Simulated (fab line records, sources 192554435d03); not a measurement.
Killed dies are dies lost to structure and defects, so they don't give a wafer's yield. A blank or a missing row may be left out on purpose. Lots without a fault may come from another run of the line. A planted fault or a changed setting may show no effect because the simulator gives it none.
fab line records | flow n5_finfet
record lots=4 wafers=12 last_day=18
route steps=1938 shown BEOL_M1@767 BEOL_M4@1111 PASSIVATION@1936
lots that met no fault: from a run of the same line without faults
start_h: hours from the record's first day to the start of the lot's first wafer shown | wait_h: hours since the lot's step before | " the same as in the row above | L1.1+2: a row that stands for several wafers | - no value, or no start given | * or withheld: withheld | < > ~ a bound
route shown NAME@n: a module of which the file shows steps, and the number in the route of the first | usual: mean/standard deviation of fault-free wafers | same: alike in all rows | chamber/n: place in a boat | sites: the reading at each site | _std_site: their standard deviation | _edge_site: outer sites' mean less inner sites' | radius_mm: how far each site lies from the wafer's centre | mask NAME#n: copy n | behind: the tool/chamber that last shaped the wafer | hold: why the lot was held/for how many hours/how that ended | device: the transistor (n, p or np) that didn't switch | end of line: the same wafers' tests at the end of the route | a step without rows: its recipe alone | killed: dies lost to structure and defects at the first sort, not the wafer's yield | map: a wafer's dies, x killed, . not, _ none there
set.NAME: the setting as run; set.NAME@STEP: as run at that earlier step | model.NAME: the simulator's own value behind a step, which no gauge read
lots at some steps of the route; a table a step, a row a wafer
services: from which hour (start_h, from the record's first day; less than 0 if before it) a tool's chamber was out of use, for how many hours, and why
## steps
# step N5_BEOL_M1_DESCUM_16
# recipe chemistry=O2 time_s=7 source_power_w=50 bias_power_w=20 pressure_mtorr=20 rf_frequency_hz=2.712e+07 temp_c=40 resist=CAR-EUV o2_flow_sccm=225
# step N5_BEOL_M1_ETCH_74
# recipe chemistry=N2/H2 target=underlayer target_depth_a=65 mask_material=CAR-EUV time_s=5.2 ion_energy_ev=200 pressure_mtorr=30 source_w=840 bias_w=150 n2_flow_sccm=200 h2_flow_sccm=200 ends=cleared
# step N5_BEOL_M1_ETCH_63
# recipe chemistry=CF4 target=SiARC target_depth_a=156 mask_material=CAR-EUV time_s=26 ion_energy_ev=80 pressure_mtorr=40 source_w=545 bias_w=36 Ar_flow_sccm=100 cf4_flow_sccm=100 ends=cleared
# step N5_BEOL_M1_ETCH_64
# recipe chemistry=N2/H2 target=SOC target_depth_a=750 overetch_a=150 mask_material=SiARC temp_c=40 time_s=112.5 ion_energy_ev=200 pressure_mtorr=30 source_w=840 bias_w=150 n2_flow_sccm=200 h2_flow_sccm=200
# step N5_BEOL_M1_STRIP_65
# recipe chemistry=N2/H2 temp_c=40 n2_flow_sccm=200 h2_flow_sccm=200 rf_frequency_hz=6e+07
# step N5_BEOL_M1_STRIP_75
# recipe chemistry=N2/H2 temp_c=40 n2_flow_sccm=200 h2_flow_sccm=200 rf_frequency_hz=6e+07
# step N5_BEOL_M1_STRIP_66
# recipe chemistry=CF4 resist=SiARC power_w=300 bias_power_w=75 pressure_mtorr=50 cf4_flow_sccm=150 rf_frequency_hz=6e+07
# step N5_BEOL_M1_HM_OPEN_17
# recipe chemistry=Cl2/BCl3 target_depth_a=200 overetch_a=60 target=TiN mask_material=SOC ion_energy_ev=150 pressure_mtorr=10 icp_w=1000 bias_w=126 Cl2_flow_sccm=53.25 bcl3_flow_sccm=21.75 Ar_flow_sccm=25
# step N5_BEOL_M1_STRIP_19
# recipe chemistry=O2 power_w=400 temp_c=40 pressure_mtorr=30 rf_frequency_hz=6e+07 bias_power_w=0 overash_fraction=0.2 o2_flow_sccm=225
# step N5_BEOL_M1_COAT_67
# recipe resist=SOC temp_c=250 time_s=60 spin_rpm=1500 resist_thk_nm=60
# step N5_BEOL_M1_COAT_68
# recipe resist=SiARC temp_c=220 time_s=60 spin_rpm=1500 resist_thk_nm=12
# usual spin_speed_rpm=1500.3/0.92
# columns lot.wafer tool chamber start_h wait_h spin_speed_rpm model.SiARC_of_BEOL_M1_COAT_68.thk_nm
L800.1 litho_track-02 0 163.15 - 1501.0 12
L800.3 " 0 " " 1500.8 12
L800.6 " 0 " " 1500.4 12
L811.1 litho_track-02 0 227.87 - 1822.9 10.8
L811.5 " 0 " " 1822.9 10.8
L811.6 " 0 " " 1822.8 10.8
L810.1 litho_track-02 0 228.00 - 1822.6 10.8
L810.4 " 0 " " 1823.0 10.8
L810.5 " 0 " " 1823.0 10.8
L816.2 litho_track-03 0 259.31 - 1499.7 12
L816.3 " 0 " " 1499.4 12
L816.6 " 0 " " 1500.6 12
# step N5_BEOL_M1_COAT_76
# recipe resist=underlayer temp_c=205 time_s=60 spin_rpm=1500 resist_thk_nm=5
# step N5_BEOL_M1_COAT_22
# recipe resist=CAR-EUV spin_rpm=1500 resist_thk_nm=30
# step N5_BEOL_M1_EBR_24
# recipe solvent=PGMEA ebr_width_mm=1.5
# step N5_BEOL_M1_SOFTBAKE_23
# recipe temp_c=110 time_s=60 resist=CAR-EUV
# step N5_BEOL_M1_EXPOSE_25
# recipe mask_id=V0 na=0.33 source_shape=quasar sigma_inner=0.2 sigma_outer=0.8 polarization=unpolarized defocus_nm=5 target_cd_nm=24 dose_mj=63
# step N5_BEOL_M1_PEB_26
# recipe peb_temp_c=100 peb_time_s=60 resist=CAR-EUV
# step N5_BEOL_M1_DEVELOP_27
# recipe develop_time_s=30 developer=TMAH resist=CAR-EUV rinse_liquid=surfactant_rinse dry=air_spin dev_temp_c=23
# step N5_BEOL_M1_DESCUM_33
# recipe chemistry=O2 time_s=7 source_power_w=50 bias_power_w=20 pressure_mtorr=20 rf_frequency_hz=2.712e+07 temp_c=40 resist=CAR-EUV o2_flow_sccm=225
# step N5_BEOL_M1_ETCH_77
# recipe chemistry=N2/H2 target=underlayer target_depth_a=65 mask_material=CAR-EUV time_s=5.2 ion_energy_ev=200 pressure_mtorr=30 source_w=840 bias_w=150 n2_flow_sccm=200 h2_flow_sccm=200 ends=cleared
# step N5_BEOL_M1_ETCH_69
# recipe chemistry=CF4 target=SiARC target_depth_a=156 mask_material=CAR-EUV time_s=26 ion_energy_ev=80 pressure_mtorr=40 source_w=545 bias_w=36 Ar_flow_sccm=100 cf4_flow_sccm=100 ends=cleared
# usual drypump_motor_current_A=5.7/0.47 etch_rf_on_time_s=25.9/0.58 oes_product_au=0.68/0.074 rf_vpp_V=183.5/0.91 showerhead_plenum_p_Torr=2.09/0.036 throttle_valve_pct=15.65/0.26
# columns lot.wafer tool chamber start_h wait_h drypump_motor_current_A etch_rf_on_time_s oes_product_au rf_hours_counter_h rf_vpp_V showerhead_plenum_p_Torr throttle_valve_pct model.etch.depth_nm model.CAR-EUV_of_BEOL_M1_COAT_22.thk_nm
L800.1 rie_diel-06 1 163.61 0.0 5.3 26.3 0.61 203 182.5 2.06 15.59 12.05 11
L800.3 " 0 " " 6.2 26.3 0.75 44 184.8 2.09 15.31 12.06 11
L800.6 " 1 " " 5.3 26.3 0.62 - 182.8 2.06 15.60 12.04 11
L811.1 rie_diel-01 0 229.08 0.0 6.1 22.9 0.76 32 183.9 2.10 15.52 10.85 12
L811.5 " 0 " " 6.1 22.9 0.78 - 183.0 2.10 15.51 10.89 12
L811.6 " 3 " " 6.6 22.3 0.64 - 182.5 2.13 15.60 10.88 12
L810.1 rie_diel-03 0 229.50 0.0 5.9 23.9 0.75 43 185.2 2.15 15.50 10.88 12.2
L810.4 " 1 " " 5.7 23.8 0.58 - 183.0 2.10 16.17 10.87 12
L810.5 " 2 " " 5.6 24.0 0.61 - 184.3 2.13 16.09 10.89 12
L816.2 rie_diel-06 1 260.42 0.0 5.3 26.7 0.59 231 181.3 2.05 15.65 11.99 11.2
L816.3 " 2 " " 5.8 25.1 0.63 199 183.9 2.13 15.93 12.02 11
L816.6 " 1 " " 5.3 26.5 0.60 - 182.8 2.05 15.64 11.98 11.2
# step N5_BEOL_M1_ALD_98
# recipe material=SiO2 target_thk_a=25 temp_c=100 ald_precursor_family=BDEAS ald_co_reactant=O2-plasma pulse_time_s=1 co_reactant_pulse_time_s=1 purge_time_s=2 co_reactant_purge_time_s=2 ald_cycles=17 pressure_torr=2
# step N5_BEOL_M1_ETCHBACK_99
# recipe chemistry=CHF3 target=SiO2 target_depth_a=50 time_s=10.4 source_w=215 bias_w=47 Ar_flow_sccm=200 CHF3_flow_sccm=12 ion_energy_ev=100 pressure_mtorr=30
# usual drypump_motor_current_A=5.8/0.48 oes_f_703_au=0.80/0.083 oes_product_au=0.80/0.087 rf_vpp_V=239/4.3 showerhead_plenum_p_Torr=2.11/0.037 throttle_valve_pct=17.11/0.23
# columns lot.wafer tool chamber start_h wait_h drypump_motor_current_A oes_f_703_au oes_product_au rf_hours_counter_h rf_vpp_V showerhead_plenum_p_Torr throttle_valve_pct model.CAR-EUV_of_BEOL_M1_COAT_22.thk_nm
L800.1 rie_diel-03 1 164.44 0.7 5.7 0.69 0.68 227 245 2.11 17.54 10.4
L800.3 " 3 " " 5.0 0.71 0.71 207 244 2.04 17.20 10.2
L800.6 " 3 " " 5.0 0.71 0.72 - 244 2.04 17.20 10.2
L810.1 rie_diel-01 3 236.10 6.5 6.7 0.77 0.74 172 236 2.14 17.06 11.4
L810.4 " 1 " " 5.8 0.85 0.85 82 236 2.09 16.92 11.4
L810.5 " 2 " " 6.0 0.91 0.90 - 241 2.11 17.04 11.4
L811.1 rie_diel-03 0 236.21 7.0 6.0 0.85 0.87 45 244 2.16 16.94 11.2
L811.5 " 3 " " 5.0 0.70 0.70 - 244 2.04 17.21 11.2
L811.6 " 0 " " 6.0 0.85 0.88 - 244 2.16 16.96 11.2
L816.2 rie_diel-01 0 267.45 6.9 6.1 0.86 0.86 45 233 2.09 16.93 10.4
L816.3 " 3 " " 6.6 0.75 0.72 184 236 2.14 17.10 10.2
L816.6 " 2 " " 6.0 0.88 0.87 - 242 2.10 17.07 10.4
# step N5_BEOL_M1_ETCH_70
# recipe chemistry=N2/H2 target=SOC target_depth_a=800 overetch_a=160 mask_material=SiARC temp_c=40 time_s=120 ion_energy_ev=200 pressure_mtorr=30 source_w=840 bias_w=150 n2_flow_sccm=200 h2_flow_sccm=200
# usual drypump_motor_current_A=5.8/0.48 oes_product_au=0.61/0.064 rf_vpp_V=522.5/1.6 showerhead_plenum_p_Torr=2.49/0.05 throttle_valve_pct=17.87/0.25
# columns lot.wafer tool chamber start_h wait_h drypump_motor_current_A oes_product_au rf_hours_counter_h rf_vpp_V showerhead_plenum_p_Torr throttle_valve_pct model.SiARC_of_BEOL_M1_COAT_68.thk_nm
L800.1 rie_diel-03 1 164.47 0.0 5.7 0.53 227 522.0 2.51 18.38 6.4
L800.3 " 3 " " 5.0 0.55 207 520.0 2.41 17.93 6.4
L800.6 " 3 " " 5.0 0.56 - 519.8 2.41 17.91 6.4
L810.1 rie_diel-01 3 236.13 0.0 6.7 0.56 172 523.8 2.54 17.87 5
L810.4 " 1 " " 5.9 0.65 82 523.9 2.45 17.50 5.2
L810.5 " 2 " " 6.0 0.68 - 522.3 2.50 18.00 5
L811.1 rie_diel-03 0 236.25 0.0 6.0 0.67 45 526.4 2.59 17.90 5.2
L811.5 " 3 " " 5.0 0.54 - 519.7 2.41 17.93 5.2
L811.6 " 0 " " 6.0 0.67 - 525.8 2.59 17.89 5.2
L816.2 rie_diel-01 0 267.48 0.0 6.1 0.66 45 522.6 2.47 17.63 6.4
L816.3 " 3 " " 6.7 0.55 184 523.1 2.53 17.89 6.2
L816.6 " 2 " " 6.0 0.67 - 523.4 2.49 18.02 6.2
# step N5_BEOL_M1_STRIP_71
# recipe chemistry=N2/H2 temp_c=40 n2_flow_sccm=200 h2_flow_sccm=200 rf_frequency_hz=6e+07
# step N5_BEOL_M4_RC_MEAS_101
# usual DIBL_N=35.8/1.8 DIBL_P=35.9/2.2 IOFF_N=0.16/0.035 IOFF_P=0.21/0.04 ION_N=672/11 ION_P=461/7.4 SS_N=71.4/0.64 SS_P=73.2/0.67 VT_N=250/3.5 VT_P=-251/3.4
# columns lot.wafer tool chamber start_h wait_h DIBL_N[mV/V] DIBL_P[mV/V] IOFF_N[nA/um] IOFF_P[nA/um] ION_N[uA/um] ION_P[uA/um] SS_N[mV/dec] SS_P[mV/dec] VT_N[mV] VT_P[mV]
L800.1 prober-01 0 209.06 0.0 39.2 39.8 0.21 0.28 683 471 72.4 74.1 247 -248
L800.3 " 0 " " 35.0 34.5 0.13 0.18 677 461 71.0 72.1 253 -249
L800.6 " 0 " " 35.9 35.9 0.14 0.21 664 465 72.0 72.6 251 -253
L810.1 prober-01 0 273.36 0.0 35.3 34.5 0.14 0.15 674 447 70.9 72.8 252 -259
L810.4 " 0 " " 35.0 34.2 0.13 0.15 663 447 70.7 72.6 256 -260
L810.5 " 0 " " 33.5 32.8 0.11 0.13 656 444 70.4 73.1 256 -258
L811.1 prober-01 0 280.49 0.0 34.5 32.8 0.13 0.17 665 459 70.3 72.5 252 -252
L811.5 " 0 " " 35.9 35.6 0.17 0.21 687 471 71.5 72.8 244 -250
L811.6 " 0 " " 38.2 37.4 0.19 0.22 678 458 72.1 72.8 244 -251
L816.2 prober-02 0 311.90 0.2 34.7 34.3 0.12 0.19 668 464 71.0 72.5 252 -254
L816.3 " 0 " " 34.1 33.1 0.11 0.17 656 458 71.3 72.1 254 -255
L816.6 " 0 " " 32.9 32.5 0.10 0.17 659 462 70.3 72.9 254 -253
# step N5_PASSIVATION_PROBE_49
# usual defect_limited_yield=91.0/1.5 killed_at_M0_to_M3=34/9.1 killed_at_M4_up=14/5.7 killed_at_contacts=13/5.7 killed_at_front_end=42/12 killed_at_other=4/3.4 killed_dies=106/17 killed_on_rim=14/4.3 killed_open=70/13 killed_short=34/7.5 sort_bin_5_function=5.2/0.94 sort_bin_6_memory=3.4/0.69 sort_n_pass=1074/17 sort_yield_pct=91.0/1.5
# same gross_dies=1180 killed_at_back_side=0 sort_bin_4_leakage[%]=0 sort_bin_8_speed[%]=0
# columns lot.wafer tool chamber start_h wait_h defect_limited_yield[%] killed_at_M0_to_M3 killed_at_M4_up killed_at_contacts killed_at_front_end killed_at_other killed_dies killed_on_rim killed_open killed_short sort_bin_5_function[%] sort_bin_6_memory[%] sort_n_pass sort_yield_pct[%]
L816.3 prober-01 - 421.91 0.1 90.3 30 15 18 51 1 115 16 73 36 5.4 3.8 1065 90.3
# killed by level:class
L816.3 MOL_CONTACT_COAG:geometric_particle:open=16 BEOL_M2:geometric_particle:open=10 ILD0:geometric_particle:open=9 BEOL_M0_SAQP:geometric_particle:short=8 STI_FIN_REVEAL:geometric_particle:open=7 STI_FIN_REVEAL:geometric_particle:short=6 BEOL_M4:geometric_particle:open=6 BEOL_M0_SAQP:geometric_particle:open=5
## services
# columns tool chamber start_h hours kind
rie_diel-01 2 143.72 - clean
rie_diel-01 2 143.72 - consumable_replace:focus_ring
rie_diel-01 2 143.72 12.9 scheduled_down
rie_diel-01 2 143.72 12.9 vent_cycle
rie_diel-01 3 161.64 11.6 repair
rie_diel-03 3 167.69 6.6 repair
rie_diel-06 - 193.26 2.8 pm
rie_diel-06 1 217.57 10.0 repair
rie_diel-03 3 222.21 10.9 repair
litho_track-03 - 233.41 - consumable_replace:filter
litho_track-03 - 234.05 - consumable_replace:filter
rie_diel-03 1 238.81 - clean
rie_diel-03 1 238.81 - consumable_replace:focus_ring
rie_diel-03 1 238.81 25.4 scheduled_down
rie_diel-03 1 238.81 25.4 vent_cycle
rie_diel-03 - 252.59 14.6 pm
## key
first_sign step=N5_BEOL_M1_COAT_68 reading=spin_speed_rpm direction=up sigmas=99+ usual=* struck=*
effect step=N5_BEOL_M1_ETCH_69 reading=etch_rf_on_time_s direction=down sigmas=4.6 usual=* struck=*
model_effect step=N5_BEOL_M1_COAT_68 value=SiARC_of_BEOL_M1_COAT_68.thk_nm without=12 struck=10.8
model_effect step=N5_BEOL_M1_ETCH_69 value=etch.depth_nm without=11.99 struck=10.88
model_effect step=N5_BEOL_M1_ETCHBACK_99 value=CAR-EUV_of_BEOL_M1_COAT_22.thk_nm without=10.47 struck=11.3
model_effect step=N5_BEOL_M1_ETCH_70 value=SiARC_of_BEOL_M1_COAT_68.thk_nm without=6.333 struck=5.133
met_at N5_BEOL_M1_COAT_68
struck_wafers L810.1,L810.4,L810.5,L811.1,L811.5,L811.6
onset_between 163.15 227.87
fault kind=process_parameter_drift tool=litho_track-02 chamber=- onset_h=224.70 steps=N5_BEOL_M1_COAT_68 channel=spin_rpm offset=* shape=step end_h=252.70 acts_in=* stated=*
